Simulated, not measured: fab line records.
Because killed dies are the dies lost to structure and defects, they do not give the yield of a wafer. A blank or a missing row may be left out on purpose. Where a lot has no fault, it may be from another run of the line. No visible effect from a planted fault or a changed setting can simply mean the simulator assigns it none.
Split-lot experiment || flow n5-finfet || 39 wafers read from 7 lots, route of 1938 steps

== SPLIT DETAILS ==
At N5_MOL_CONTACT_COAG_VIA_ETCH_46 (etches SiO2 in C4F6/O2, target depth 46 nm, overetch 9.2 nm, time 40 s), the setting bias-w was moved away from the recipe's 455 W on 15 of the 39 wafers read, by -10.5% to +18.4%. For the rest of the wafers, this setting stayed at what the recipe calls for.

The split's own step is where the reading is taken.

== THE READING ==
rf-vpp-V, in V, at N5_MOL_CONTACT_COAG_VIA_ETCH_46 (etches SiO2 in C4F6/O2, target depth 46 nm, overetch 9.2 nm, time 40 s). Fault-free wafers of this fab line usually give 1590 V, standard deviation 18 V.

{"wafer": "L075.1", "tool, chamber at the split": "rie-diel-02, 1", "bias-w as run, W": 488.5, "against the recipe": "+7.4%", "rf-vpp-V, V": 1690, "against lot-mates on the recipe": "+108"}
{"wafer": "L075.2", "tool, chamber at the split": "rie-diel-02, 2", "bias-w as run, W": 455, "against the recipe": "recipe", "rf-vpp-V, V": 1566, "against lot-mates on the recipe": "-"}
{"wafer": "L075.3", "tool, chamber at the split": "rie-diel-02, 3", "bias-w as run, W": 488.5, "against the recipe": "+7.4%", "rf-vpp-V, V": 1697, "against lot-mates on the recipe": "+115"}
{"wafer": "L075.4", "tool, chamber at the split": "rie-diel-02, 0", "bias-w as run, W": 455, "against the recipe": "recipe", "rf-vpp-V, V": 1571, "against lot-mates on the recipe": "-"}
{"wafer": "L075.5", "tool, chamber at the split": "rie-diel-02, 0", "bias-w as run, W": 488.5, "against the recipe": "+7.4%", "rf-vpp-V, V": 1656, "against lot-mates on the recipe": "+74"}
{"wafer": "L075.6", "tool, chamber at the split": "rie-diel-02, 3", "bias-w as run, W": 455, "against the recipe": "recipe", "rf-vpp-V, V": 1610, "against lot-mates on the recipe": "-"}
{"wafer": "L078.1", "tool, chamber at the split": "rie-diel-02, 0", "bias-w as run, W": 455, "against the recipe": "recipe", "rf-vpp-V, V": 1571, "against lot-mates on the recipe": "-"}
{"wafer": "L078.2", "tool, chamber at the split": "rie-diel-02, 3", "bias-w as run, W": 455, "against the recipe": "recipe", "rf-vpp-V, V": 1608, "against lot-mates on the recipe": "-"}
{"wafer": "L078.3", "tool, chamber at the split": "rie-diel-02, 2", "bias-w as run, W": 455, "against the recipe": "recipe", "rf-vpp-V, V": 1567, "against lot-mates on the recipe": "-"}
{"wafer": "L078.4", "tool, chamber at the split": "rie-diel-02, 0", "bias-w as run, W": 455, "against the recipe": "recipe", "rf-vpp-V, V": 1573, "against lot-mates on the recipe": "-"}
{"wafer": "L078.5", "tool, chamber at the split": "rie-diel-02, 2", "bias-w as run, W": 455, "against the recipe": "recipe", "rf-vpp-V, V": 1566, "against lot-mates on the recipe": "-"}
{"wafer": "L078.6", "tool, chamber at the split": "rie-diel-02, 3", "bias-w as run, W": 455, "against the recipe": "recipe", "rf-vpp-V, V": 1610, "against lot-mates on the recipe": "-"}
{"wafer": "L080.1", "tool, chamber at the split": "rie-diel-01, 3", "bias-w as run, W": 532, "against the recipe": "+16.9%", "rf-vpp-V, V": 1801, "against lot-mates on the recipe": "+202"}
{"wafer": "L080.2", "tool, chamber at the split": "rie-diel-01, 1", "bias-w as run, W": 455, "against the recipe": "recipe", "rf-vpp-V, V": 1572, "against lot-mates on the recipe": "-"}
{"wafer": "L080.3", "tool, chamber at the split": "rie-diel-01, 2", "bias-w as run, W": 532, "against the recipe": "+16.9%", "rf-vpp-V, V": 1818, "against lot-mates on the recipe": "+219"}
{"wafer": "L080.4", "tool, chamber at the split": "rie-diel-01, 2", "bias-w as run, W": 455, "against the recipe": "recipe", "rf-vpp-V, V": 1620, "against lot-mates on the recipe": "-"}
{"wafer": "L080.5", "tool, chamber at the split": "rie-diel-01, 3", "bias-w as run, W": 455, "against the recipe": "recipe", "rf-vpp-V, V": 1605, "against lot-mates on the recipe": "-"}
{"wafer": "L080.6", "tool, chamber at the split": "rie-diel-01, 1", "bias-w as run, W": 532, "against the recipe": "+16.9%", "rf-vpp-V, V": 1767, "against lot-mates on the recipe": "+168"}
{"wafer": "L082.1", "tool, chamber at the split": "rie-diel-01, 3", "bias-w as run, W": 538.9, "against the recipe": "+18.4%", "rf-vpp-V, V": 1817, "against lot-mates on the recipe": "+202"}
{"wafer": "L082.2", "tool, chamber at the split": "rie-diel-01, 2", "bias-w as run, W": 455, "against the recipe": "recipe", "rf-vpp-V, V": 1621, "against lot-mates on the recipe": "-"}
{"wafer": "L082.3", "tool, chamber at the split": "rie-diel-01, 1", "bias-w as run, W": 538.9, "against the recipe": "+18.4%", "rf-vpp-V, V": 1781, "against lot-mates on the recipe": "+166"}
{"wafer": "L082.4", "tool, chamber at the split": "rie-diel-01, 3", "bias-w as run, W": 455, "against the recipe": "recipe", "rf-vpp-V, V": 1604, "against lot-mates on the recipe": "-"}
{"wafer": "L082.5", "tool, chamber at the split": "rie-diel-01, 1", "bias-w as run, W": 538.9, "against the recipe": "+18.4%", "rf-vpp-V, V": 1782, "against lot-mates on the recipe": "+167"}
{"wafer": "L082.6", "tool, chamber at the split": "rie-diel-01, 2", "bias-w as run, W": 455, "against the recipe": "recipe", "rf-vpp-V, V": 1621, "against lot-mates on the recipe": "-"}
{"wafer": "L084.1", "tool, chamber at the split": "rie-diel-04, 2", "bias-w as run, W": 520.5, "against the recipe": "+14.4%", "rf-vpp-V, V": 1742, "against lot-mates on the recipe": "+144"}
{"wafer": "L084.2", "tool, chamber at the split": "rie-diel-04, 1", "bias-w as run, W": 455, "against the recipe": "recipe", "rf-vpp-V, V": 1589, "against lot-mates on the recipe": "-"}
{"wafer": "L084.3", "tool, chamber at the split": "rie-diel-04, 3", "bias-w as run, W": 520.5, "against the recipe": "+14.4%", "rf-vpp-V, V": 1736, "against lot-mates on the recipe": "+138"}
{"wafer": "L084.4", "tool, chamber at the split": "rie-diel-04, 0", "bias-w as run, W": 455, "against the recipe": "recipe", "rf-vpp-V, V": 1614, "against lot-mates on the recipe": "-"}
{"wafer": "L084.5", "tool, chamber at the split": "rie-diel-04, 2", "bias-w as run, W": 520.5, "against the recipe": "+14.4%", "rf-vpp-V, V": 1743, "against lot-mates on the recipe": "+145"}
{"wafer": "L084.6", "tool, chamber at the split": "rie-diel-04, 1", "bias-w as run, W": 455, "against the recipe": "recipe", "rf-vpp-V, V": 1591, "against lot-mates on the recipe": "-"}
{"wafer": "L095.1", "tool, chamber at the split": "rie-diel-01, 3", "bias-w as run, W": 455, "against the recipe": "recipe", "rf-vpp-V, V": 1604, "against lot-mates on the recipe": "-"}
{"wafer": "L095.2", "tool, chamber at the split": "rie-diel-01, 1", "bias-w as run, W": 455, "against the recipe": "recipe", "rf-vpp-V, V": 1570, "against lot-mates on the recipe": "-"}
{"wafer": "L095.3", "tool, chamber at the split": "rie-diel-01, 2", "bias-w as run, W": 407.4, "against the recipe": "-10.5%", "rf-vpp-V, V": 1489, "against lot-mates on the recipe": -100}
{"wafer": "L095.4", "tool, chamber at the split": "rie-diel-01, 0", "bias-w as run, W": 407.4, "against the recipe": "-10.5%", "rf-vpp-V, V": 1464, "against lot-mates on the recipe": -125}
{"wafer": "L095.5", "tool, chamber at the split": "rie-diel-01, 3", "bias-w as run, W": 407.4, "against the recipe": "-10.5%", "rf-vpp-V, V": 1477, "against lot-mates on the recipe": -112}
{"wafer": "L095.6", "tool, chamber at the split": "rie-diel-01, 0", "bias-w as run, W": 455, "against the recipe": "recipe", "rf-vpp-V, V": 1593, "against lot-mates on the recipe": "-"}
{"wafer": "L097.4", "tool, chamber at the split": "rie-diel-02, 3", "bias-w as run, W": 455, "against the recipe": "recipe", "rf-vpp-V, V": 1608, "against lot-mates on the recipe": "-"}
{"wafer": "L097.5", "tool, chamber at the split": "rie-diel-02, 3", "bias-w as run, W": 455, "against the recipe": "recipe", "rf-vpp-V, V": 1608, "against lot-mates on the recipe": "-"}
{"wafer": "L097.6", "tool, chamber at the split": "rie-diel-02, 2", "bias-w as run, W": 455, "against the recipe": "recipe", "rf-vpp-V, V": 1566, "against lot-mates on the recipe": "-"}

FIT RESULTS
A straight line over all 39 wafers: rf-vpp-V changes by +11.1 V for each +1% of bias-w; r = +0.98; the points scatter about the line by 20 V.
The same after taking each lot's own level away (the mean of its wafers on the recipe; 39 wafers): +10.5 V for each +1%; r = +0.98; scatter 19 V.
The reading moves by 1.9e+02 V for the largest change in bias-w, on that fit.
From 1582.3 to 1615.3 V: that is the span of the lots' own levels, equal to 1.8 times the standard deviation above.
Hence the lot-to-lot level has little effect on the slope; both slopes agree.
Check: +194 V against its lot-mates is what the line predicts for one of the wafers moved furthest among these (+18.4%) when that wafer is left out of the fit. It came out at +202 V against them.
Tool readings at the split's step, against how far the setting was moved: rf-vpp-V r = +0.98.

== OTHER SPLITS APPLIED TO THESE WAFERS ==
Note: prior to the reading, these wafers also went through further splits. Each is held against what the fit with the lots' levels taken away leaves over:
{"other split on the same wafers": "N5_FIN_SAQP_SPACER2_ALD_28 temp-c", "wafers away from the commonest value": 15, "r with rf-vpp-V (lot level and that fit taken away)": -0.03}
{"other split on the same wafers": "N5_DUMMY_GATE_ETCH_31 target-depth-a", "wafers away from the commonest value": 18, "r with rf-vpp-V (lot level and that fit taken away)": "+0.07"}

== THE FILE'S OWN FIT ==
rf-vpp-V changes by +10.6 V for each +1% of bias-w, r = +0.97.
